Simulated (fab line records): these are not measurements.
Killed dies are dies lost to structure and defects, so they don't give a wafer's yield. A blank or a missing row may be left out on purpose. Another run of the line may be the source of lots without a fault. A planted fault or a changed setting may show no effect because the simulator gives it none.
fab line records	flow nand-harc
record lots=6	wafers=18	last-day=33
route steps=1302 shown A_BONDPAD@1208 END@1302
lots with no fault: from the same line, run without faults
start-h: hours from the record's first day to the start of the lot's first wafer shown	wait-h: hours from the lot's prior step to this one	" repeats the value in the row above	L1.1+2: a single row standing in for several wafers	- no value, or no start given	* or withheld: withheld	< > ~ a bound
route shown NAME@n: NAME is a module with steps in the file, n the number in the route of the first one	usual: mean/standard deviation taken from wafers without a fault	same: alike in all rows	chamber/n: place in a boat	sites: the reading at each site	_std_site: the standard deviation of these	_edge_site: mean of outer sites minus mean of inner sites	radius-mm: for every site, how far away it sits from the centre of the wafer	mask NAME#n: copy n	behind: the tool/chamber that last shaped the wafer	hold: why the lot was held/for how many hours/how that ended	device: the transistor (n, p or np) that didn't switch	end of line: tests of these same wafers at the route's end	a step given without rows: its recipe and nothing more	killed: not the wafer's yield, but the dies lost to structure and defects at the first sort	map: the dies of a wafer, with x for killed, . for not killed, _ for no die there
set.NAME: setting as actually run; set.NAME@STEP: the setting as run at that earlier step	model.NAME: the simulator's own value behind a step, which no gauge read
lots seen at some steps along the route; tables by step, rows by wafer
services: the hour from which a tool's chamber was out of use, counted from the record's first day as start-h (under 0 if before that day), plus the number of hours and why
## steps
# step NHARC_A_BONDPAD_COAT_33
# recipe temp-c=200	time-s=65
# step NHARC_A_BONDPAD_COAT_03
# recipe spin-rpm=2000	resist-thk-nm=600
# step NHARC_A_BONDPAD_SOFTBAKE_04
# recipe temp-c=125	time-s=70
# step NHARC_A_BONDPAD_EBR_05
# step NHARC_A_BONDPAD_EXPOSE_06
# recipe na=0.55	dose-mj=36.99	mask-id=A_BPAD
# step NHARC_A_BONDPAD_PEB_07
# recipe peb-temp-c=128	peb-time-s=80
# step NHARC_A_BONDPAD_DEVELOP_08
# recipe time-s=50	dev-temp-c=22
# step NHARC_A_BONDPAD_CD_MEAS_09
# recipe target-cd-nm=500	landing-energy-ev=500
# usual cd-nm=500.0/1.9
lot.wafer	tool	chamber	start-h	wait-h	cd-nm
L438.1	cd-sem-01	0	563.72	-	500.4
L438.5	"	0	"	"	495.3
L438.6	"	0	"	"	498.9
L441.1	cd-sem-01	0	581.75	-	495.5
L441.4	"	0	"	"	500.4
L441.5	"	0	"	"	500.3
L440.1	cd-sem-01	0	591.69	-	502.8
L440.3	"	0	"	"	495.5
L440.5	"	0	"	"	498.9
L450.1	cd-sem-02	0	684.58	-	503.3
L450.4	"	0	"	"	502.9
L450.5	"	0	"	"	502.8
L453.2	cd-sem-01	0	701.81	-	499.1
L453.3	"	0	"	"	500.9
L453.6	"	0	"	"	500.2
L456.3	cd-sem-03	0	744.18	-	498.9
L456.4	"	0	"	"	499.3
L456.5	"	0	"	"	497.4
# step NHARC_A_BONDPAD_OVL_MEAS_35
# usual overlay-x-nm=2/4.4	overlay-y-nm=1/5.3
lot.wafer	tool	chamber	start-h	wait-h	overlay-x-nm	overlay-y-nm
L438.1	overlay-01	-	563.83	-	0	7
L438.5	"	-	"	"	-1	8
L438.6	"	-	"	"	0	7
L441.1	overlay-02	-	581.84	-	3	4
L441.4	"	-	"	"	3	4
L441.5	"	-	"	"	3	4
L440.1	overlay-02	-	591.78	-	0	-2
L440.3	"	-	"	"	0	-2
L440.5	"	-	"	"	0	-2
L450.1	overlay-01	-	684.67	-	8	8
L450.4	"	-	"	"	9	9
L450.5	"	-	"	"	9	8
L453.2	overlay-01	-	701.90	-	2	-3
L453.3	"	-	"	"	2	-4
L453.6	"	-	"	"	3	-4
L456.3	overlay-02	-	744.27	-	2	3
L456.4	"	-	"	"	3	3
L456.5	"	-	"	"	3	3
# step NHARC_A_BONDPAD_HARDBAKE_10
# recipe temp-c=118	time-s=65
# step NHARC_A_BONDPAD_DESCUM_11
# recipe time-s=3	o2-flow-sccm=200	ar-flow-sccm=0	bias-power-w=0	chemistry=O2
# usual drypump-motor-current-A=5.7/0.43	mfc-ar-sccm=0.015/0.014	oes-product-au=1.003/0.01	rf-vpp-V=57.7/1	showerhead-plenum-p-Torr=1.91/0.087	throttle-valve-pct=11.309/0.0084
lot.wafer	tool	chamber	start-h	wait-h	drypump-motor-current-A	mfc-ar-sccm	oes-product-au	rf-hours-counter-h	rf-vpp-V	showerhead-plenum-p-Torr	throttle-valve-pct
L438.1	rie-diel-05	3	563.97	-	5.4	0.023	0.998	24	57.1	1.81	11.317
L438.5	"	3	"	"	5.4	0.023	0.993	-	58.0	1.81	11.309
L438.6	"	0	"	"	6.1	0	0.988	-	58.6	2.03	11.322
L441.1	rie-diel-03	1	581.97	-	6.1	0.032	1.005	3	58.6	1.97	11.304
L441.4	"	2	"	"	5.8	0	1.003	2	58.4	2.00	11.325
L441.5	"	0	"	"	5.5	0.008	0.998	-	58.9	1.83	11.312
L440.3	rie-diel-03	0	591.92	-	5.5	0.008	0.992	3	57.9	1.83	11.307
L440.1	"	1	"	"	6.1	0.032	0.998	3	58.7	1.97	11.295
L440.5	"	2	"	"	5.9	0	1.006	-	58.6	2.00	11.306
L450.4	rie-diel-03	3	684.80	-	5.1	0.033	0.996	1	56.4	1.92	11.299
L450.1	"	1	"	"	6.1	0.032	1.016	1	58.0	1.97	11.320
L450.5	"	3	"	"	5.1	0.033	1.000	-	58.8	1.92	11.299
L453.3	rie-diel-03	3	702.03	-	5.1	0.033	1.001	2	57.3	1.92	11.303
L453.2	"	1	"	"	6.1	0.032	1.008	1	58.6	1.97	11.304
L453.6	"	3	"	"	5.1	0.033	0.999	-	58.2	1.92	11.303
L456.4	rie-diel-05	3	744.40	-	5.4	0.023	1.013	27	58.7	1.80	11.309
L456.3	"	1	"	"	5.8	0.008	0.994	29	57.5	1.78	11.305
L456.5	"	3	"	"	5.4	0.023	1.016	-	58.3	1.80	11.317
# step NHARC_A_BONDPAD_ETCH_34
# recipe target-depth-a=600	overetch-a=180	time-s=65.91	ion-energy-ev=200	n2-flow-sccm=150	h2-flow-sccm=150	ar-flow-sccm=0	rf-w=400	bias-w=150	chemistry=N2/H2
# usual drypump-motor-current-A=5.7/0.43	mfc-ar-sccm=0.015/0.014	oes-product-au=1.004/0.01	rf-fwd-power-W=396.3/1.6	rf-vpp-V=430.6/2.6	showerhead-plenum-p-Torr=2.04/0.093	throttle-valve-pct=14.172/0.0093
lot.wafer	tool	chamber	start-h	wait-h	drypump-motor-current-A	mfc-ar-sccm	oes-product-au	rf-fwd-power-W	rf-hours-counter-h	rf-vpp-V	showerhead-plenum-p-Torr	throttle-valve-pct
L438.1	rie-diel-05	0	564.06	0.1	6.1	0	0.985	399.0	24	432.5	2.16	14.156
L438.6	"	3	"	"	5.4	0.023	0.998	394.4	-	427.9	1.93	14.170
L438.5	"	0	"	"	6.1	0	0.999	397.7	-	433.8	2.16	14.168
L441.4	rie-diel-03	3	582.05	0.1	5.1	0.033	1.016	394.6	3	430.6	2.05	14.161
L441.1	"	0	"	"	5.5	0.008	1.009	395.6	3	428.2	1.94	14.173
L441.5	"	3	"	"	5.1	0.033	1.005	395.8	-	430.5	2.05	14.146
L440.3	rie-diel-03	3	591.99	0.1	5.1	0.033	0.999	395.6	3	430.6	2.05	14.169
L440.1	"	0	"	"	5.5	0.008	0.992	398.5	3	427.2	1.94	14.169
L440.5	"	0	"	"	5.5	0.008	1.007	397.5	-	428.3	1.94	14.180
L450.1	rie-diel-03	2	684.88	0.1	5.9	0	1.019	396.9	1	431.8	2.14	14.169
L450.4	"	0	"	"	5.5	0.008	1.015	400.6	1	426.1	1.94	14.197
L450.5	"	3	"	"	5.1	0.033	0.987	396.8	-	430.9	2.05	14.178
L453.3	rie-diel-03	1	702.12	0.1	6.1	0.032	1.016	396.9	1	431.6	2.10	14.165
L453.2	"	2	"	"	5.9	0	1.024	395.2	1	432.6	2.14	14.176
L453.6	"	3	"	"	5.1	0.033	1.002	392.9	-	431.8	2.05	14.182
L456.4	rie-diel-05	0	744.48	0.1	6.1	0	0.993	399.1	28	434.0	2.15	14.170
L456.3	"	2	"	"	6.5	0	0.986	397.0	28	436.9	2.21	14.190
L456.5	"	3	"	"	5.4	0.023	1.008	393.9	-	428.4	1.92	14.158
# step NHARC_A_BONDPAD_ETCH_12
# recipe target-depth-a=2200	time-s=110	chf3-flow-sccm=50	o2-flow-sccm=10	ar-flow-sccm=200	rf-w=500	bias-w=200	chemistry=CHF3/O2
# usual drypump-motor-current-A=5.7/0.43	mfc-ar-sccm=200.0/0.61	oes-product-au=0.946/0.024	rf-fwd-power-W=497.3/1.6	rf-vpp-V=370.4/2.3	showerhead-plenum-p-Torr=2.39/0.1	throttle-valve-pct=20.573/0.0086
lot.wafer	tool	chamber	start-h	wait-h	drypump-motor-current-A	mfc-ar-sccm	oes-product-au	rf-fwd-power-W	rf-hours-counter-h	rf-vpp-V	showerhead-plenum-p-Torr	throttle-valve-pct
L438.1	rie-diel-05	0	564.15	-	6.1	200.8	0.926	498.7	24	373.3	2.54	20.582
L438.5	"	3	"	"	5.4	200.0	0.930	495.1	-	367.3	2.28	20.573
L438.6	"	0	"	"	6.1	200.1	0.929	497.9	-	373.9	2.54	20.570
L441.4	rie-diel-03	0	582.15	-	5.5	199.6	0.912	498.0	3	367.6	2.30	20.586
L441.1	"	2	"	"	5.8	200.4	0.925	495.8	2	372.6	2.51	20.556
L441.5	"	0	"	"	5.5	199.4	0.920	498.1	-	368.2	2.30	20.574
L440.1	rie-diel-03	2	592.08	-	5.8	198.9	0.933	499.2	2	372.7	2.51	20.565
L440.3	"	3	"	"	5.1	200.6	0.931	495.0	3	371.2	2.41	20.581
L440.5	"	2	"	"	5.9	199.6	0.929	494.4	-	371.5	2.51	20.576
L450.1	rie-diel-03	1	684.99	-	6.1	199.0	1.232	698.5	1	372.1	2.47	20.578
L450.4	"	2	"	"	5.8	200.7	1.238	699.2	1	373.0	2.51	20.570
L450.5	"	3	"	"	5.1	200.4	1.187	695.9	-	372.4	2.41	20.578
L453.3	rie-diel-03	1	702.20	-	6.1	199.4	1.164	698.0	1	371.7	2.47	20.574
L453.2	"	2	"	"	5.9	200.4	1.177	697.2	1	372.5	2.51	20.559
L453.6	"	1	"	"	6.1	199.5	1.168	696.6	-	370.9	2.47	20.551
L456.4	rie-diel-05	3	744.57	-	5.4	200.2	0.931	495.3	27	367.3	2.27	20.578
L456.3	"	1	"	"	5.8	199.9	0.925	497.5	29	365.5	2.24	20.582
L456.5	"	3	"	"	5.4	200.2	0.926	496.8	-	368.2	2.27	20.563
# step NHARC_A_BONDPAD_CD_MEAS_13
# usual cd-nm=499.5/2.3
lot.wafer	tool	chamber	start-h	wait-h	cd-nm
L438.1	cd-sem-03	-	564.29	-	499.2
L438.5	"	-	"	"	494.6
L438.6	"	-	"	"	498.2
L441.1	cd-sem-02	-	582.28	-	495.1
L441.4	"	-	"	"	498.6
L441.5	"	-	"	"	499.9
L440.1	cd-sem-01	-	592.22	-	502.6
L440.3	"	-	"	"	495.0
L440.5	"	-	"	"	498.0
L450.1	cd-sem-01	-	685.12	-	506.7
L450.4	"	-	"	"	504.9
L450.5	"	-	"	"	505.2
L453.2	cd-sem-02	-	702.33	-	500.8
L453.3	"	-	"	"	503.5
L453.6	"	-	"	"	502.9
L456.3	cd-sem-01	-	744.71	-	499.0
L456.4	"	-	"	"	497.6
L456.5	"	-	"	"	497.4
# step NHARC_END_SORT_01
# recipe temp-c=25
# usual defect-limited-yield=91.1/2.7	killed-at-array=55/19	killed-at-other=0.6/0.99	killed-at-periphery=4.2/2.6	killed-dies=60/18	killed-open=3.4/1.7	killed-short=2.3/1.5
# same gross-dies=677
lot.wafer	tool	chamber	start-h	wait-h	defect-limited-yield[%]	killed-at-array	killed-at-other	killed-at-periphery	killed-dies	killed-open	killed-short
L441.1	prober-02	0	615.13	2.5	88.6	72	1	4	77	2	1
L441.4	prober-02	0	617.53	3.4	89.7	67	0	3	70	1	1
L441.5	prober-02	0	618.33	3.7	90.1	64	0	3	67	2	0
L440.1	prober-01	0	623.42	2.5	89.2	67	0	6	73	6	4
L440.3	prober-01	0	625.02	3.1	90.5	61	0	3	64	3	3
L440.5	prober-01	0	626.62	3.7	92.0	50	0	4	54	7	5
L450.1	prober-01	0	715.14	2.5	91.4	53	2	3	58	2	2
L450.4	prober-01	0	717.54	3.4	90.1	64	2	1	67	3	1
L450.5	prober-01	0	718.34	3.7	88.5	75	1	2	78	6	3
L453.2	prober-01	0	733.58	3.1	93.9	37	0	4	41	5	6
L453.3	prober-01	0	734.38	3.4	96.2	25	0	1	26	2	1
L453.6	prober-01	0	736.76	4.3	94.2	35	0	4	39	4	2
L456.3	prober-01	0	779.20	3.1	89.4	66	0	6	72	5	2
L456.4	prober-01	0	779.99	3.4	89.4	60	3	9	72	5	4
L456.5	prober-01	0	780.79	3.7	93.1	40	1	6	47	4	0
# killed by level:class
L441.1 A_CHANNEL_HOLE_D1:chamber-film-flake=35 A_CHANNEL_HOLE_D2:chamber-film-flake=22 A_STAIRCASE:chamber-film-flake=5 A_CONTACT:chamber-film-flake=4 P_GATE:chamber-film-flake=2 A_SLIT:chamber-film-flake=2 P_CONTACT:geometric-particle:open=1 A_SGD_CUT:chamber-film-flake=1
L441.4 A_CHANNEL_HOLE_D1:chamber-film-flake=36 A_CHANNEL_HOLE_D2:chamber-film-flake=19 A_CONTACT:chamber-film-flake=5 A_STAIRCASE:chamber-film-flake=3 P_GATE:chamber-film-flake=2 A_DECK1_JOINT:geometric-particle:short=1 A_M0:geometric-particle:open=1 P_BONDPAD:chamber-film-flake=1
L441.5 A_CHANNEL_HOLE_D2:chamber-film-flake=35 A_CHANNEL_HOLE_D1:chamber-film-flake=24 P_GATE:geometric-particle:open=2 A_CONTACT:chamber-film-flake=2 A_BLC:chamber-film-flake=2 P_BONDPAD:chamber-film-flake=1 A_SLIT:chamber-film-flake=1
L440.1 A_CHANNEL_HOLE_D1:chamber-film-flake=32 A_CHANNEL_HOLE_D2:chamber-film-flake=12 A_STAIRCASE:chamber-film-flake=8 P_GATE:chamber-film-flake=3 A_CHANNEL_FILL_D2:chamber-film-flake=2 A_CONTACT:chamber-film-flake=2 P_CONTACT:geometric-particle:open=1 P_M0:geometric-particle:open=1
L440.3 A_CHANNEL_HOLE_D1:chamber-film-flake=26 A_CHANNEL_HOLE_D2:chamber-film-flake=16 A_CONTACT:chamber-film-flake=4 A_SGD_CUT:chamber-film-flake=3 A_STAIRCASE:chamber-film-flake=3 P_BONDPAD:chamber-film-flake=2 A_CHANNEL_FILL_D2:chamber-film-flake=2 A_ONON_D1:geometric-particle:open=1
L440.5 A_CHANNEL_HOLE_D1:chamber-film-flake=22 A_CHANNEL_HOLE_D2:chamber-film-flake=8 A_CONTACT:chamber-film-flake=4 A_CHANNEL_FILL_D1:geometric-particle:open=2 A_CHANNEL_FILL_D2:chamber-film-flake=2 A_STAIRCASE:chamber-film-flake=2 A_SGD_CUT:chamber-film-flake=2 P_CONTACT:geometric-particle:open=1
L450.1 A_SLIT:chamber-film-flake=24 A_CHANNEL_HOLE_D1:chamber-film-flake=21 A_CONTACT:chamber-film-flake=3 P_GATE:chamber-film-flake=2 P_CONTACT:geometric-particle:short=1 A_DECK1_JOINT:geometric-particle:open=1 A_ONON_D2:geometric-particle:open=1 STARTING-WAFER:geometric-particle:short=1
L450.4 A_SLIT:chamber-film-flake=31 A_CHANNEL_HOLE_D1:chamber-film-flake=23 A_CONTACT:chamber-film-flake=4 A_ONON_D1:geometric-particle:open=2 THIN_TSV:chamber-film-flake=2 P_GATE:geometric-particle:open=1 A_WL_FILL:geometric-particle:short=1 A_DECK1_JOINT:chamber-film-flake=1
L450.5 A_SLIT:chamber-film-flake=36 A_CHANNEL_HOLE_D1:chamber-film-flake=28 A_STAIRCASE:chamber-film-flake=2 A_CONTACT:chamber-film-flake=2 P_ZERO_WELL:geometric-particle:open=1 P_GATE:geometric-particle:short=1 A_ONON_D1:geometric-particle:short=1 A_DECK1_JOINT:geometric-particle:open=1
L453.2 A_CHANNEL_HOLE_D1:chamber-film-flake=12 A_CONTACT:chamber-film-flake=6 A_SLIT:chamber-film-flake=4 A_WL_FILL:chamber-film-flake=3 A_ONON_D1:geometric-particle:short=2 A_DECK1_JOINT:geometric-particle:open=2 P_STI:chamber-film-flake=2 P_M1:geometric-particle:short=1
L453.3 A_CHANNEL_HOLE_D1:chamber-film-flake=11 A_WL_FILL:chamber-film-flake=5 A_CONTACT:chamber-film-flake=5 A_SLIT:chamber-film-flake=2 P_CONTACT:geometric-particle:open=1 A_CHANNEL_FILL_D1:geometric-particle:short=1 A_M1:geometric-particle:open=1
L453.6 A_CHANNEL_HOLE_D1:chamber-film-flake=10 A_SLIT:chamber-film-flake=9 A_CONTACT:chamber-film-flake=6 A_WL_FILL:chamber-film-flake=5 P_CONTACT:geometric-particle:open=2 P_STI:chamber-film-flake=2 A_DECK1_JOINT:geometric-particle:open=1 A_ONON_D2:geometric-particle:short=1
L456.3 A_CHANNEL_HOLE_D2:chamber-film-flake=25 A_CONTACT:chamber-film-flake=12 A_SLIT:chamber-film-flake=10 A_STAIRCASE:chamber-film-flake=7 P_STI:chamber-film-flake=3 A_CHANNEL_FILL_D2:chamber-film-flake=3 A_CHANNEL_FILL_D2:geometric-particle:short=2 A_M0:geometric-particle:open=2
L456.4 A_CHANNEL_HOLE_D2:chamber-film-flake=24 A_CONTACT:chamber-film-flake=10 A_SLIT:chamber-film-flake=9 A_STAIRCASE:chamber-film-flake=7 P_STI:chamber-film-flake=6 STARTING-WAFER:geometric-particle:short=2 P_M2:chamber-film-flake=2 A_SGD_CUT:chamber-film-flake=2
L456.5 A_CHANNEL_HOLE_D2:chamber-film-flake=23 A_CONTACT:chamber-film-flake=6 A_SLIT:chamber-film-flake=5 A_SGD_CUT:chamber-film-flake=3 P_CONTACT:geometric-particle:open=2 P_M2:chamber-film-flake=2 A_BLC:geometric-particle:open=1 P_ZERO_WELL:chamber-film-flake=1
## services
tool	chamber	start-h	hours	kind
rie-diel-03	0	540.80	-	clean
rie-diel-03	1	540.80	-	clean
rie-diel-03	2	540.80	-	clean
rie-diel-03	3	540.80	-	clean
rie-diel-03	2	560.39	14.7	repair
rie-diel-03	0	565.30	-	clean
rie-diel-03	1	565.30	-	clean
rie-diel-03	3	565.30	-	clean
rie-diel-05	-	583.65	9.0	pm
rie-diel-03	0	589.80	-	clean
rie-diel-03	1	589.80	-	clean
rie-diel-03	2	589.80	-	clean
rie-diel-03	3	589.80	-	clean
rie-diel-03	0	614.30	-	clean
rie-diel-03	1	614.30	-	clean
rie-diel-03	2	614.30	-	clean
rie-diel-03	3	614.30	-	clean
rie-diel-05	0	617.74	2.8	repair
rie-diel-03	-	635.30	9.0	pm
rie-diel-03	0	635.30	9.0	vent-cycle
rie-diel-03	1	635.30	9.0	vent-cycle
rie-diel-03	-	644.40	0.2	repair
rie-diel-03	-	680.59	0.4	repair
rie-diel-03	0	732.20	18.8	repair
## key
first-sign step=NHARC_A_BONDPAD_ETCH_12	reading=rf-fwd-power-W	direction=up	sigmas=99+	usual=*	struck=*
effect step=NHARC_A_BONDPAD_ETCH_12	reading=oes-product-au	direction=up	sigmas=11	usual=0.946	struck=1.194
effect step=NHARC_A_BONDPAD_CD_MEAS_13	reading=cd-nm	direction=up	sigmas=2	usual=499.5	struck=504.0
met-at NHARC_A_BONDPAD_ETCH_12
struck-wafers L450.1,L450.4,L450.5,L453.2,L453.3,L453.6
onset-between 592.08 684.99
fault kind=process-parameter-drift	tool=rie-diel-03	chamber=-	onset-h=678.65	steps=NHARC_A_BONDPAD_ETCH_12	channel=rf-w	offset=*	shape=step	end-h=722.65	acts-in=*	stated=*
